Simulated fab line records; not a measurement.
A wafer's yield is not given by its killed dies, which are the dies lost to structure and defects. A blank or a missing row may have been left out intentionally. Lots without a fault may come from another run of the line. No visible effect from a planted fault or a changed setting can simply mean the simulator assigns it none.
Matching of chambers	flow n5_finfet	N5_BEOL_M13_TRENCH_ETCH_34 on rie_diel-04 has 4 sister chambers
The step etches SiOC in C4F8/O2/Ar, target depth 413.47 nm, time 162.6 s. 14 wafers are shown with their chamber, then 7 later ones without.

== WAFERS WITH THEIR CHAMBER ==
wafer	chamber	showerhead_plenum_p_Torr (Torr)	throttle_valve_pct (%)	rf_vpp_V (V)
L076.2	3	3.58	24.07	671
L076.4	0	3.35	23.83	663
L076.6	1	3.54	24.36	668
L078.3	2	3.47	24.10	666
L078.4	1	3.54	24.37	669
L078.5	1	3.54	24.36	668
L087.3	0	3.34	23.86	663
L087.5	1	3.53	24.38	667
L087.6	2	3.46	24.13	666
L091.2	2	3.46	24.13	667
L091.3	0	3.33	23.86	662
L091.6	0	3.33	23.88	662
L094.1	0	3.33	23.88	662
L094.2	2	3.45	24.15	666

SIGNATURES, as means of the wafers listed above
reading	chamber 0	chamber 1	chamber 2	chamber 3	scatter within a chamber
showerhead_plenum_p_Torr	3.3360	3.5375	3.4600	3.5800	0.00771
throttle_valve_pct	23.8620	24.3675	24.1275	24.0700	0.018
rf_vpp_V	662.40	668.00	666.25	671.00	0.628
Rule: a wafer's distance from a chamber is the root of the sum, over the readings, of the square of ((its reading less the chamber's mean) divided by the reading's scatter). The wafer belongs to the nearest chamber; if the next one is less than 2 further off, it can't be placed. How the scatter is found: for the shown wafers, subtract from each reading the mean of its chamber, square and add these, divide the total by (wafers less chambers), then take the root.

== WAFERS WITH NO CHAMBER GIVEN ==
wafer	showerhead_plenum_p_Torr (Torr)	throttle_valve_pct (%)	rf_vpp_V (V)
L094.4	3.52	24.39	668
L097.4	3.56	24.09	669
L097.5	3.45	24.14	666
L097.6	3.33	23.87	664
L095.2	3.45	24.14	666
L095.4	3.56	24.11	670
L095.6	3.45	24.16	666

== CHAMBER TAKEN BY EACH ==
wafer	from the rows above	in truth
L094.4	1	1
L097.4	3	3
L097.5	2	2
L097.6	0	0
L095.2	2	2
L095.4	3	3
L095.6	2	2
Placed correctly: 7 of 7. From these rows, 0 cannot be placed. 0 placed wrongly.
